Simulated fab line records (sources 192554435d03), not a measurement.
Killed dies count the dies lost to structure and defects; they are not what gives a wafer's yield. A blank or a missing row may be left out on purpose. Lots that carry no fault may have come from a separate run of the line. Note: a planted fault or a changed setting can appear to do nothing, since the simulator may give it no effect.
fab line records + flow n5_finfet
record:
- lots: 10
- wafers: 29
- last_day: 17
route steps=1938 shown ILD0@343 SDB@358 BEOL_M4@1111 PASSIVATION@1936
lots that met no fault: from a run of the same line without faults
start_h: start of the lot's first displayed wafer, in hours after the record's first day + wait_h: hours from the lot's prior step to this one + " identical to the entry in the row above + L1.1+2: a single row standing in for several wafers + - no value, or no start was given + * or withheld: withheld + < > ~ a bound
route shown NAME@n: names a module that has steps shown in the file, with the first one's number in the route + usual: average and standard deviation across the fault-free wafers + same: alike in all rows + chamber/n: place in a boat + sites: readings site by site + _std_site: how widely they spread, as a standard deviation + _edge_site: the outer-site mean with the inner-site mean subtracted + radius_mm: for every site, how far away it sits from the centre of the wafer + mask NAME#n: copy n + behind: the last tool/chamber to shape the wafer + hold: the reason the lot was held/the length of the hold in hours/how it ended + device: transistor that didn't switch, given as n, p or np + end of line: at the end of the route, the tests of the same wafers + a step without rows: its recipe alone + killed: not the wafer's yield, but the dies lost to structure and defects at the first sort + map: a wafer's dies, marking killed ones x, the rest . and places with no die _
set.NAME: the setting that was run; set.NAME@STEP: the one run at that earlier step + model.NAME: the simulator's own value behind a step, which no gauge read
steps of the route over a sample of lots; a table a step, a row a wafer
services: when a tool's chamber went out of use (start_h, in hours from the record's first day, below 0 if earlier), for how many hours, and the reason
== steps ==
step: N5_ILD0_ALD_15
recipe:
- material: SiNx
- target_thk_a: 240
- temp_c: 400
- ald_precursor_family: SiH2I2
- ald_co_reactant: N2/H2-plasma
- pulse_time_s: 1
- ald_cycles: 480
- purge_time_s: 2
- co_reactant_purge_time_s: 2
- pressure_torr: 2
usual:
- heater_power_w: 839/120
- precursor_pulse_height_rel: 1.001/0.021
| lot.wafer | tool       | chamber | start_h | wait_h | heater_power_w | precursor_pulse_height_rel |
|-----------|------------|---------|---------|--------|----------------|----------------------------|
| L841.1    | ald_sin-01 | 2       | 73.23   | 1.1    | 817            | 1.010                      |
| L841.2    | "          | 3       | "       | "      | 782            | 1.009                      |
| L841.3    | "          | 0       | "       | "      | 656            | 0.984                      |
| L844.1    | ald_sin-04 | 3       | 86.24   | 1.2    | 780            | 1.029                      |
| L844.5    | "          | 0       | 87.33   | 1.8    | 801            | 1.009                      |
| L844.6    | "          | 3       | "       | "      | 792            | 1.020                      |
| L850.1    | ald_sin-02 | 1       | 126.42  | 0.6    | 738            | 1.028                      |
| L850.6    | "          | 0       | 127.50  | 1.1    | 866            | 0.968                      |
| L853.1    | ald_sin-02 | 0       | 144.47  | 0.6    | 875            | 1.003                      |
| L853.2    | "          | 1       | "       | "      | 723            | 0.973                      |
| L853.3    | "          | 2       | "       | "      | 870            | 0.991                      |
| L854.1    | ald_sin-02 | 3       | 147.72  | 0.7    | 1131           | 1.006                      |
| L854.4    | "          | 2       | "       | "      | 893            | 1.010                      |
| L854.5    | "          | 1       | 148.81  | 1.4    | 738            | 1.005                      |
| L855.2    | ald_sin-01 | 1       | 155.96  | 0.5    | 838            | 1.021                      |
| L855.5    | "          | 3       | 157.05  | 1.2    | 767            | 1.018                      |
| L855.6    | "          | 0       | "       | "      | 654            | 0.985                      |
| L856.2    | ald_sin-02 | 0       | 157.83  | 0.5    | 862            | 0.977                      |
| L856.3    | "          | 1       | "       | "      | 734            | 0.991                      |
| L856.5    | "          | 1       | 158.92  | 1.2    | 732            | 1.021                      |
| L857.1    | ald_sin-02 | 2       | 164.78  | 0.6    | 882            | 1.033                      |
| L857.3    | "          | 3       | "       | "      | 1166           | 0.990                      |
| L857.5    | "          | 0       | 165.86  | 1.2    | 849            | 1.020                      |
| L862.1    | ald_sin-04 | 1       | 196.34  | 1.0    | 833            | 0.998                      |
| L862.5    | "          | 0       | 197.42  | 1.6    | 793            | 0.976                      |
| L862.6    | "          | 3       | "       | "      | 800            | 1.017                      |
| L863.2    | ald_sin-02 | 3       | 200.76  | 0.5    | 1116           | 0.982                      |
| L863.5    | "          | 3       | 201.85  | 1.2    | 1116           | 1.013                      |
| L863.6    | "          | 0       | "       | "      | 868            | 1.000                      |
step: N5_ILD0_CMP_12
recipe:
- stop_on: poly-Si
- material: SiNx
- t_overpolish_s: 6
- post_cmp_clean: alkaline_brush
- down_force_psi: 2.5
- platen_rpm: 51.8
- pad_velocity_m_s: 1.0307
- target_thk_nm: 17.67
usual:
- edge_zone_pressure_frac: 1.000/0.0052
- head_pressure_psi: 2.500/0.0051
- motor_current_A: 9.0/0.96
- overpolish_run_s: 6.001/0.0088
- platen_rpm: 51.80/0.032
- slurry_filter_dp_kPa: 13.49/0.14
- time_to_endpoint_s: 28/3.5
| lot.wafer | tool   | chamber | start_h | wait_h | edge_zone_pressure_frac | head_pressure_psi | motor_current_A | overpolish_run_s | platen_rpm | slurry_filter_dp_kPa | time_to_endpoint_s |
|-----------|--------|---------|---------|--------|-------------------------|-------------------|-----------------|------------------|------------|----------------------|--------------------|
| L841.2    | cmp-04 | 0       | 75.45   | 1.1    | 0.995                   | 2.506             | 10.4            | 5.992            | 51.75      | 13.70                | 30                 |
| L841.1    | "      | 1       | "       | "      | 1.004                   | 2.498             | 7.5             | 6.002            | 51.74      | 13.34                | 28                 |
| L841.3    | "      | 2       | "       | "      | 0.999                   | 2.494             | 9.6             | 6.008            | 51.75      | 13.58                | 29                 |
| L844.1    | cmp-03 | 3       | 88.48   | 1.2    | 0.995                   | 2.505             | 10.6            | 6.005            | 51.76      | 13.52                | 30                 |
| L844.6    | "      | 2       | "       | "      | 0.999                   | 2.504             | 8.7             | 5.992            | 51.77      | 13.48                | 26                 |
| L844.5    | "      | 3       | "       | "      | 0.999                   | 2.507             | 10.9            | 6.012            | 51.77      | 13.32                | 30                 |
| L850.1    | cmp-04 | 3       | 128.62  | 1.1    | 1.005                   | 2.505             | 8.7             | 5.987            | 51.83      | 13.29                | 27                 |
| L850.6    | "      | 3       | "       | "      | 1.003                   | 2.516             | 9.0             | 5.994            | 51.82      | 13.29                | 31                 |
| L853.3    | cmp-02 | 1       | 146.68  | 1.1    | 1.001                   | 2.499             | 9.8             | 5.977            | 51.76      | 13.69                | 25                 |
| L853.2    | "      | 3       | "       | "      | 0.992                   | 2.509             | 8.2             | 5.995            | 51.86      | 13.59                | 34                 |
| L853.1    | "      | 0       | "       | "      | 0.992                   | 2.503             | 8.2             | 5.992            | 51.84      | 13.54                | 27                 |
| L854.1    | cmp-02 | 2       | 149.96  | 1.2    | -                       | -                 | -               | -                | -          | -                    | -                  |
| L854.4    | "      | 3       | "       | "      | -                       | -                 | -               | -                | -          | -                    | -                  |
| L854.5    | "      | 2       | "       | "      | -                       | -                 | -               | -                | -          | -                    | -                  |
| L855.2    | cmp-02 | 1       | 158.16  | 1.1    | -                       | -                 | -               | -                | -          | -                    | -                  |
| L855.6    | "      | 1       | "       | "      | -                       | -                 | -               | -                | -          | -                    | -                  |
| L855.5    | "      | 2       | "       | "      | -                       | -                 | -               | -                | -          | -                    | -                  |
| L856.2    | cmp-03 | 2       | 160.07  | 1.2    | -                       | -                 | -               | -                | -          | -                    | -                  |
| L856.3    | "      | 0       | "       | "      | -                       | -                 | -               | -                | -          | -                    | -                  |
| L856.5    | "      | 2       | "       | "      | -                       | -                 | -               | -                | -          | -                    | -                  |
| L857.1    | cmp-03 | 3       | 166.98  | 1.1    | 1.001                   | 2.502             | 10.4            | 5.994            | 51.85      | 13.51                | 28                 |
| L857.3    | "      | 2       | "       | "      | 0.993                   | 2.499             | 8.9             | 5.998            | 51.78      | 13.43                | 23                 |
| L857.5    | "      | 0       | "       | "      | 1.000                   | 2.498             | 8.7             | 6.010            | 51.82      | 13.47                | 28                 |
| L862.1    | cmp-03 | 3       | 198.61  | 1.2    | 0.993                   | 2.497             | 10.7            | 6.004            | 51.79      | 13.48                | 31                 |
| L862.5    | "      | 1       | "       | "      | 0.991                   | 2.502             | 7.7             | 6.002            | 51.83      | 13.58                | 29                 |
| L862.6    | "      | 2       | "       | "      | 0.991                   | 2.502             | 8.9             | 6.012            | 51.81      | 13.48                | 26                 |
| L863.2    | cmp-04 | 2       | 203.04  | 1.2    | 1.004                   | 2.500             | 9.6             | 6.000            | 51.82      | 13.57                | 29                 |
| L863.5    | "      | 0       | "       | "      | 1.005                   | 2.507             | 10.4            | 5.987            | 51.84      | 13.43                | 30                 |
| L863.6    | "      | 1       | "       | "      | 0.996                   | 2.499             | 7.6             | 5.999            | 51.82      | 13.46                | 26                 |
step: N5_ILD0_THK_MEAS_13
usual:
- thk_nm: 17.2/1.6
| lot.wafer | tool          | chamber | start_h | wait_h | thk_nm |
|-----------|---------------|---------|---------|--------|--------|
| L841.1    | film_metro-01 | -       | 75.74   | -      | 17.1   |
| L841.2    | "             | -       | "       | "      | 19.7   |
| L841.3    | "             | -       | "       | "      | 18.7   |
| L844.1    | film_metro-01 | -       | 88.73   | -      | 16.0   |
| L844.5    | "             | -       | "       | "      | 17.2   |
| L844.6    | "             | -       | "       | "      | 14.1   |
| L850.1    | film_metro-02 | -       | 128.91  | -      | 16.1   |
| L850.6    | "             | -       | "       | "      | 16.6   |
| L853.1    | film_metro-01 | -       | 146.97  | -      | 17.2   |
| L853.2    | "             | -       | "       | "      | 20.2   |
| L853.3    | "             | -       | "       | "      | 14.1   |
| L854.1    | film_metro-02 | -       | 150.22  | 0.2    | 24.1   |
| L854.4    | "             | -       | "       | "      | 23.8   |
| L854.5    | "             | -       | "       | "      | 24.0   |
| L855.2    | film_metro-02 | -       | 158.46  | 0.3    | 24.1   |
| L855.5    | "             | -       | "       | "      | 24.2   |
| L855.6    | "             | -       | "       | "      | 24.0   |
| L856.2    | film_metro-01 | -       | 160.33  | 0.2    | 24.2   |
| L856.3    | "             | -       | "       | "      | 23.8   |
| L856.5    | "             | -       | "       | "      | 23.8   |
| L857.1    | film_metro-02 | -       | 167.27  | -      | 18.3   |
| L857.3    | "             | -       | "       | "      | 14.7   |
| L857.5    | "             | -       | "       | "      | 15.8   |
| L862.1    | film_metro-01 | -       | 198.83  | -      | 17.7   |
| L862.5    | "             | -       | "       | "      | 16.5   |
| L862.6    | "             | -       | "       | "      | 14.2   |
| L863.2    | film_metro-02 | -       | 203.26  | -      | 17.5   |
| L863.5    | "             | -       | "       | "      | 19.9   |
| L863.6    | "             | -       | "       | "      | 17.0   |
step: N5_SDB_INSPECT_13
recipe:
- mode: adi
- inspect_instrument: brightfield
usual:
- raw_defect_count: 92/47
| lot.wafer | tool              | chamber | start_h | wait_h | raw_defect_count |
|-----------|-------------------|---------|---------|--------|------------------|
| L841.1    | defect_inspect-02 | -       | 76.18   | 0.0    | 31               |
| L841.2    | "                 | -       | "       | "      | 32               |
| L841.3    | "                 | -       | "       | "      | 59               |
| L844.1    | defect_inspect-02 | -       | 89.30   | 0.0    | 178              |
| L844.5    | "                 | -       | "       | "      | 160              |
| L844.6    | "                 | -       | "       | "      | 99               |
| L850.1    | defect_inspect-02 | -       | 129.48  | 0.0    | 78               |
| L850.6    | "                 | -       | "       | "      | 76               |
| L853.1    | defect_inspect-02 | -       | 147.54  | 0.0    | 30               |
| L853.2    | "                 | -       | "       | "      | 48               |
| L853.3    | "                 | -       | "       | "      | 50               |
| L857.1    | defect_inspect-01 | -       | 167.71  | 0.0    | 142              |
| L857.3    | "                 | -       | "       | "      | 104              |
| L857.5    | "                 | -       | "       | "      | 87               |
| L862.1    | defect_inspect-02 | -       | 199.27  | 0.0    | 67               |
| L862.5    | "                 | -       | "       | "      | 51               |
| L862.6    | "                 | -       | "       | "      | 76               |
| L863.2    | defect_inspect-02 | -       | 203.83  | 0.0    | 59               |
| L863.5    | "                 | -       | "       | "      | 76               |
| L863.6    | "                 | -       | "       | "      | 88               |
step: N5_SDB_DESCUM_16
recipe:
- chemistry: O2
- time_s: 7.9
- source_power_w: 50
- bias_power_w: 20
- pressure_mtorr: 20
- rf_frequency_hz: 2.712e+07
- temp_c: 40
- resist: CAR-ArF
- o2_flow_sccm: 225
usual:
- drypump_motor_current_A: 5.58/0.3
- oes_product_au: 0.80/0.091
- rf_vpp_V: 243.0/1.2
- showerhead_plenum_p_Torr: 2.07/0.056
- throttle_valve_pct: 20.37/0.23
| lot.wafer | tool        | chamber | start_h | wait_h | drypump_motor_current_A | oes_product_au | rf_hours_counter_h | rf_vpp_V | showerhead_plenum_p_Torr | throttle_valve_pct |
|-----------|-------------|---------|---------|--------|-------------------------|----------------|--------------------|----------|--------------------------|--------------------|
| L841.1    | rie_diel-03 | 0       | 76.22   | 0.0    | 5.10                    | 0.72           | 200                | 242.1    | 2.17                     | 20.28              |
| L841.2    | "           | 2       | "       | "      | 5.71                    | 0.97           | 10                 | 243.1    | 2.13                     | 20.10              |
| L841.3    | "           | 3       | "       | "      | 5.90                    | 0.78           | 128                | 244.0    | 2.06                     | 20.02              |
| L844.1    | rie_diel-06 | 1       | 89.48   | 0.2    | 5.40                    | 0.97           | 2                  | 243.1    | 2.14                     | 20.27              |
| L844.5    | "           | 3       | "       | "      | 5.93                    | 0.71           | -                  | 242.3    | 2.00                     | 20.62              |
| L844.6    | "           | 2       | "       | "      | 5.54                    | 0.89           | -                  | 242.5    | 2.12                     | 20.26              |
| L850.1    | rie_diel-03 | 3       | 129.51  | 0.0    | 5.93                    | 0.76           | 147                | 242.9    | 2.05                     | 20.07              |
| L850.6    | "           | 1       | "       | "      | 5.24                    | 0.82           | -                  | 241.5    | 2.05                     | 20.46              |
| L853.1    | rie_diel-03 | 3       | 147.57  | 0.0    | 5.92                    | 0.74           | 153                | 242.9    | 2.05                     | 20.06              |
| L853.2    | "           | 2       | "       | "      | 5.71                    | 0.93           | 34                 | 244.3    | 2.12                     | 20.16              |
| L853.3    | "           | 1       | "       | "      | 5.22                    | 0.81           | 101                | 243.6    | 2.05                     | 20.46              |
| L857.1    | rie_diel-03 | 1       | 167.75  | 0.0    | 5.24                    | 0.80           | 107                | 240.6    | 2.05                     | 20.48              |
| L857.3    | "           | 2       | "       | "      | 5.73                    | 0.91           | 40                 | 244.2    | 2.12                     | 20.17              |
| L857.5    | "           | 0       | "       | "      | 5.09                    | 0.70           | -                  | 245.4    | 2.16                     | 20.34              |
| L862.1    | rie_diel-02 | 0       | 199.31  | 0.0    | 5.70                    | 0.70           | 220                | 241.3    | 1.96                     | 20.48              |
| L862.5    | "           | 3       | "       | "      | 5.73                    | 0.93           | -                  | 242.1    | 2.05                     | 20.37              |
| L862.6    | "           | 2       | "       | "      | 5.71                    | 0.70           | -                  | 242.7    | 2.05                     | 20.58              |
| L863.2    | rie_diel-03 | 3       | 204.19  | 0.4    | 5.93                    | 0.74           | 175                | 243.2    | 2.04                     | 20.11              |
| L863.5    | "           | 2       | "       | "      | 5.71                    | 0.89           | -                  | 243.2    | 2.11                     | 20.18              |
| L863.6    | "           | 3       | "       | "      | 5.90                    | 0.73           | -                  | 242.3    | 2.04                     | 20.09              |
step: N5_BEOL_M4_RC_MEAS_101
usual:
- DIBL_N: 35.9/2.5
- DIBL_P: 36.0/3
- IOFF_N: 0.16/0.047
- IOFF_P: 0.21/0.047
- ION_N: 671/14
- ION_P: 460/8.8
- SS_N: 71.5/0.73
- SS_P: 73.2/0.91
- VT_N: 250/4.3
- VT_P: -251/3.6
| lot.wafer | tool      | chamber | start_h | wait_h | DIBL_N[mV/V] | DIBL_P[mV/V] | IOFF_N[nA/um] | IOFF_P[nA/um] | ION_N[uA/um] | ION_P[uA/um] | SS_N[mV/dec] | SS_P[mV/dec] | VT_N[mV] | VT_P[mV] |
|-----------|-----------|---------|---------|--------|--------------|--------------|---------------|---------------|--------------|--------------|--------------|--------------|----------|----------|
| L841.1    | prober-01 | 0       | 166.79  | 0.0    | 35.4         | 36.4         | 0.15          | 0.18          | 667          | 451          | 71.5         | 73.3         | 253      | -254     |
| L841.2    | "         | 0       | "       | "      | 32.2         | 32.9         | 0.11          | 0.16          | 653          | 451          | 70.5         | 72.3         | 252      | -254     |
| L841.3    | "         | 0       | "       | "      | 35.9         | 37.2         | 0.16          | 0.20          | 682          | 467          | 71.4         | 73.0         | 250      | -254     |
| L844.1    | prober-02 | 0       | 185.16  | 0.0    | 37.0         | 37.4         | 0.17          | 0.22          | 679          | 462          | 72.2         | 73.4         | 250      | -252     |
| L844.5    | "         | 0       | "       | "      | 35.6         | 35.8         | 0.15          | 0.20          | 682          | 463          | 72.4         | 72.9         | 249      | -251     |
| L844.6    | "         | 0       | "       | "      | 33.9         | 33.4         | 0.11          | 0.16          | 653          | 451          | 71.4         | 72.3         | 256      | -253     |
| L850.1    | prober-02 | 0       | 225.20  | 0.0    | 36.7         | 38.3         | 0.19          | 0.26          | 684          | 480          | 71.8         | 73.1         | 246      | -247     |
| L850.6    | "         | 0       | "       | "      | 30.7         | 32.0         | 0.10          | 0.18          | 639          | 456          | 70.1         | 71.6         | 255      | -248     |
| L853.1    | prober-02 | 0       | 247.27  | 0.0    | 39.5         | 42.5         | 0.25          | 0.28          | 685          | 468          | 71.5         | 74.9         | 242      | -246     |
| L853.2    | "         | 0       | "       | "      | 32.7         | 34.3         | 0.12          | 0.16          | 655          | 451          | 70.2         | 72.8         | 251      | -254     |
| L853.3    | "         | 0       | "       | "      | 34.8         | 35.9         | 0.14          | 0.18          | 656          | 448          | 70.5         | 73.0         | 251      | -255     |
| L857.1    | prober-02 | 0       | 269.06  | 0.0    | 35.8         | 35.2         | 0.14          | 0.19          | 685          | 470          | 70.5         | 73.0         | 248      | -250     |
| L857.3    | "         | 0       | "       | "      | 39.0         | 39.9         | 0.22          | 0.28          | 693          | 469          | 71.2         | 74.4         | 244      | -247     |
| L857.5    | "         | 0       | "       | "      | 38.1         | 39.4         | 0.18          | 0.26          | 692          | 475          | 71.8         | 74.3         | 247      | -248     |
| L862.1    | prober-02 | 0       | 300.24  | 0.0    | 35.0         | 35.1         | 0.13          | 0.19          | 655          | 452          | 71.1         | 72.8         | 255      | -252     |
| L862.5    | "         | 0       | "       | "      | 34.7         | 34.8         | 0.15          | 0.19          | 681          | 468          | 71.2         | 73.5         | 251      | -250     |
| L862.6    | "         | 0       | "       | "      | 32.9         | 32.7         | 0.10          | 0.16          | 656          | 455          | 71.0         | 72.0         | 259      | -254     |
| L863.2    | prober-01 | 0       | 300.53  | 0.2    | 35.2         | 33.5         | 0.12          | 0.16          | 668          | 458          | 71.1         | 73.0         | 254      | -252     |
| L863.5    | "         | 0       | "       | "      | 39.7         | 39.0         | 0.20          | 0.25          | 673          | 457          | 73.0         | 74.5         | 249      | -250     |
| L863.6    | "         | 0       | "       | "      | 33.6         | 33.2         | 0.11          | 0.16          | 664          | 462          | 70.8         | 72.2         | 253      | -254     |
step: N5_PASSIVATION_PROBE_49
usual:
- killed_at_M0_to_M3: 34/8.9
- killed_at_M4_up: 13/4.6
- killed_at_contacts: 12/5.5
- killed_at_front_end: 41/11
- killed_at_other: 3.1/2.9
- killed_dies: 102/16
- killed_on_rim: 13/4.2
- killed_open: 66/11
- killed_short: 34/7.6
same:
- gross_dies: 1180
- killed_at_back_side: 0
| lot.wafer | tool      | chamber | start_h | wait_h | killed_at_M0_to_M3 | killed_at_M4_up | killed_at_contacts | killed_at_front_end | killed_at_other | killed_dies | killed_on_rim | killed_open | killed_short |
|-----------|-----------|---------|---------|--------|--------------------|-----------------|--------------------|---------------------|-----------------|-------------|---------------|-------------|--------------|
| L841.1    | prober-01 | -       | 276.02  | 0.0    | 30                 | 15              | 9                  | 48                  | 2               | 104         | 7             | 72          | 30           |
| L841.2    | prober-01 | -       | 276.07  | 0.1    | 39                 | 8               | 9                  | 67                  | 3               | 126         | 14            | 77          | 44           |
| L841.3    | prober-01 | -       | 276.12  | 0.1    | 26                 | 8               | 9                  | 50                  | 2               | 95          | 14            | 59          | 36           |
| L850.1    | prober-02 | -       | 329.95  | 0.0    | 22                 | 25              | 5                  | 20                  | 1               | 73          | 7             | 52          | 21           |
| L850.6    | prober-02 | -       | 330.20  | 0.3    | 39                 | 15              | 12                 | 38                  | 6               | 110         | 17            | 71          | 39           |
| L853.2    | prober-02 | -       | 346.27  | 0.1    | 21                 | 10              | 7                  | 51                  | 1               | 90          | 13            | 64          | 25           |
| L854.1    | prober-01 | -       | 354.29  | 0.0    | 27                 | 9               | 15                 | 1120                | 9               | 1180        | 152           | 70          | 37           |
| L854.4    | prober-01 | -       | 354.44  | 0.2    | 24                 | 10              | 15                 | 1126                | 5               | 1180        | 152           | 59          | 29           |
| L854.5    | prober-01 | -       | 354.49  | 0.2    | 26                 | 11              | 8                  | 1134                | 1               | 1180        | 152           | 53          | 26           |
| L855.2    | prober-02 | -       | 358.13  | 0.1    | 32                 | 13              | 15                 | 1114                | 6               | 1180        | 152           | 76          | 45           |
| L855.5    | prober-02 | -       | 358.28  | 0.2    | 33                 | 15              | 8                  | 1117                | 7               | 1180        | 152           | 76          | 42           |
| L855.6    | prober-02 | -       | 358.33  | 0.3    | 26                 | 9               | 4                  | 1128                | 13              | 1180        | 152           | 67          | 23           |
| L856.2    | prober-02 | -       | 362.51  | 0.1    | 28                 | 14              | 13                 | 1123                | 2               | 1180        | 152           | 54          | 24           |
| L856.3    | prober-02 | -       | 362.56  | 0.1    | 32                 | 14              | 7                  | 1124                | 3               | 1180        | 152           | 46          | 29           |
| L856.5    | prober-02 | -       | 362.66  | 0.2    | 34                 | 24              | 7                  | 1113                | 2               | 1180        | 152           | 70          | 26           |
killed by level:class
L841.1 STI_FIN_REVEAL:geometric_particle:open=22 BEOL_M0_SAQP:geometric_particle:short=9 FIN_SAQP:geometric_particle:open=6 MOL_CONTACT_COAG:geometric_particle:open=6 BEOL_M2:geometric_particle:open=6 FIN_SAQP:geometric_particle:short=4 DUMMY_GATE:geometric_particle:open=4 BEOL_M0_SAQP:geometric_particle:open=4
L841.2 BEOL_M0_SAQP:geometric_particle:open=17 FIN_SAQP:geometric_particle:open=15 STI_FIN_REVEAL:geometric_particle:open=13 FIN_SAQP:geometric_particle:short=12 MOL_CONTACT_COAG:geometric_particle:open=8 BEOL_M0_SAQP:geometric_particle:short=8 DUMMY_GATE:geometric_particle:open=5 BEOL_M1:geometric_particle:open=5
L841.3 STI_FIN_REVEAL:geometric_particle:open=16 FIN_SAQP:geometric_particle:short=14 MOL_CONTACT_COAG:geometric_particle:open=8 DUMMY_GATE:geometric_particle:open=6 BEOL_M0_SAQP:geometric_particle:short=6 BEOL_M0_SAQP:geometric_particle:open=5 STARTING-WAFER:geometric_particle:short=5 BEOL_M1:geometric_particle:open=4
L850.1 BEOL_M4:geometric_particle:open=8 BEOL_M0_SAQP:geometric_particle:short=7 BEOL_M8:geometric_particle:open=6 FIN_SAQP:geometric_particle:open=4 MOL_CONTACT_COAG:geometric_particle:open=4 BEOL_M0_SAQP:geometric_particle:open=4 BEOL_M1:geometric_particle:open=4 GATE_CUT:geometric_particle:open=3
L850.6 FIN_SAQP:geometric_particle:short=11 MOL_CONTACT_COAG:geometric_particle:open=10 BEOL_M1:geometric_particle:open=10 BEOL_M0_SAQP:geometric_particle:short=9 FIN_SAQP:geometric_particle:open=7 BEOL_M2:geometric_particle:open=7 BEOL_M4:geometric_particle:open=6 BEOL_M0_SAQP:geometric_particle:open=5
L853.2 FIN_SAQP:geometric_particle:open=20 FIN_SAQP:geometric_particle:short=8 BEOL_M0_SAQP:geometric_particle:open=7 DUMMY_GATE:geometric_particle:open=6 MOL_CONTACT_COAG:geometric_particle:open=6 BEOL_M0_SAQP:geometric_particle:short=6 BEOL_M3:geometric_particle:open=6 STARTING-WAFER:geometric_particle:short=4
L854.1 ILD0:area_cmp=1072 FIN_SAQP:geometric_particle:short=13 FIN_SAQP:geometric_particle:open=12 MOL_CONTACT_COAG:geometric_particle:open=11 STI_FIN_REVEAL:geometric_particle:open=9 BEOL_M0_SAQP:geometric_particle:open=6 BEOL_M3:geometric_particle:open=5 GATE_CUT:geometric_particle:short=4
L854.4 ILD0:area_cmp=1091 MOL_CONTACT_COAG:geometric_particle:open=11 FIN_SAQP:geometric_particle:short=7 STI_FIN_REVEAL:geometric_particle:open=6 ILD0:geometric_particle:short=5 BEOL_M0:geometric_particle:open=5 BEOL_M2:geometric_particle:open=5 BEOL_M3:geometric_particle:open=5
L854.5 ILD0:area_cmp=1101 STI_FIN_REVEAL:geometric_particle:open=9 MOL_CONTACT_COAG:geometric_particle:open=8 BEOL_M1:geometric_particle:open=8 FIN_SAQP:geometric_particle:open=6 BEOL_M0_SAQP:geometric_particle:open=5 BEOL_M0_SAQP:geometric_particle:short=5 BEOL_M3:geometric_particle:open=5
L855.2 ILD0:area_cmp=1058 STI_FIN_REVEAL:geometric_particle:open=15 MOL_CONTACT_COAG:geometric_particle:open=12 DUMMY_GATE:geometric_particle:open=11 BEOL_M0_SAQP:geometric_particle:open=11 BEOL_M0_SAQP:geometric_particle:short=8 FIN_SAQP:geometric_particle:short=6 BEOL_M4:geometric_particle:open=6
L855.5 ILD0:area_cmp=1061 STI_FIN_REVEAL:geometric_particle:open=16 DUMMY_GATE:geometric_particle:open=8 BEOL_M0_SAQP:geometric_particle:short=8 BEOL_M3:geometric_particle:open=8 FIN_SAQP:geometric_particle:open=7 BEOL_M4:geometric_particle:open=7 GATE_CUT:geometric_particle:short=6
L855.6 ILD0:area_cmp=1090 STI_FIN_REVEAL:geometric_particle:open=8 DUMMY_GATE:geometric_particle:open=8 BEOL_M0_SAQP:geometric_particle:open=8 MIM_TOP_ETCH:geometric_particle:short=8 GATE_CUT:geometric_particle:open=7 STARTING-WAFER:geometric_particle:open=5 BEOL_M2:geometric_particle:open=4
L856.2 ILD0:area_cmp=1101 MOL_CONTACT_COAG:geometric_particle:open=10 BEOL_M0_SAQP:geometric_particle:open=9 BEOL_M0_SAQP:geometric_particle:short=6 BEOL_M4:geometric_particle:open=6 BEOL_M1:geometric_particle:open=5 BEOL_M3:geometric_particle:open=4 STI_FIN_REVEAL:geometric_particle:open=3
L856.3 ILD0:area_cmp=1104 BEOL_M0_SAQP:geometric_particle:open=9 MOL_CONTACT_COAG:geometric_particle:open=7 BEOL_M0_SAQP:geometric_particle:short=7 BEOL_M4:geometric_particle:open=7 FIN_SAQP:geometric_particle:open=4 BEOL_M3:geometric_particle:open=4 FIN_SAQP:geometric_particle:short=3
L856.5 ILD0:area_cmp=1082 BEOL_M4:geometric_particle:open=15 BEOL_M1:geometric_particle:open=11 STI_FIN_REVEAL:geometric_particle:open=7 FIN_SAQP:geometric_particle:open=6 MOL_CONTACT_COAG:geometric_particle:open=6 BEOL_M0_SAQP:geometric_particle:short=6 BEOL_M3:geometric_particle:open=5
== services ==
| tool        | chamber | start_h | hours | kind   |
|-------------|---------|---------|-------|--------|
| cmp-03      | -       | 51.33   | 1.6   | repair |
| ald_sin-02  | 0       | 53.79   | 8.8   | repair |
| ald_sin-01  | 0       | 57.93   | 6.9   | repair |
| cmp-03      | -       | 59.37   | 3.5   | repair |
| rie_diel-03 | -       | 61.54   | 5.7   | repair |
| cmp-03      | -       | 68.99   | 4.0   | pm     |
| cmp-04      | -       | 77.16   | 1.1   | repair |
| ald_sin-01  | 2       | 86.81   | 36.7  | repair |
| ald_sin-02  | -       | 87.00   | 14.0  | pm     |
| cmp-02      | -       | 94.82   | 0.7   | repair |
| cmp-04      | -       | 96.85   | 1.0   | repair |
| cmp-04      | -       | 106.25  | 0.8   | repair |
| cmp-03      | -       | 109.17  | 2.9   | repair |
| cmp-03      | -       | 118.77  | 1.5   | repair |
| cmp-02      | -       | 123.53  | 3.4   | repair |
| cmp-04      | -       | 136.63  | 9.2   | pm     |
| cmp-03      | -       | 142.80  | 0.4   | repair |
| cmp-04      | -       | 146.08  | 4.0   | pm     |
| cmp-03      | -       | 153.91  | 0.3   | repair |
| ald_sin-02  | 3       | 155.95  | 8.6   | repair |
| ald_sin-02  | 3       | 167.12  | 5.0   | repair |
| cmp-04      | -       | 181.87  | 3.1   | repair |
| cmp-02      | -       | 196.66  | 6.3   | pm     |
| cmp-03      | -       | 201.25  | 0.8   | repair |
== key ==
first_sign:
- step: N5_ILD0_CMP_12
- reading: tool_record
- direction: missing
effect:
- step: N5_ILD0_THK_MEAS_13
- reading: thk_nm
- direction: up
- sigmas: 4.3
- usual: *
- struck: *
effect:
- step: N5_PASSIVATION_PROBE_49
- reading: killed_at_front_end
- direction: up
- sigmas: 94
- usual: 41
- struck: 1122
more_kills_born_at:
- N5_ILD0_CMP_12@cmp-02: 6473
- N5_ILD0_CMP_12@cmp-03: 3287
met_at N5_ILD0_CMP_12
struck_lots L854,L855,L856
later_rows_left_out L854.1,L854.4,L854.5,L855.2,L855.5,L855.6,L856.2,L856.3,L856.5
tester_left_out L854,L855,L856
not_acting_at N5_ILD0_ALD_15,N5_SDB_INSPECT_13,N5_SDB_DESCUM_16
onset_between 146.68 149.96
fault:
- kind: skipped_step_whole
- tool: cmp-02,cmp-03
- chamber: -
- onset_h: 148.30
- steps: N5_ILD0_CMP_12
- scope: struck_lots_only
tester_left_out: of these lots the tester's yield and bins aren't shown, on N5 and GAA mostly nor the transistor test; their killed dies are dies lost to structure and defects alone, not to doping, threshold or leakage, so they don't give the yield
later_rows_left_out: the simulator's readings of these wafers behind a module that went badly wrong aren't trusted and aren't shown, but for the sort
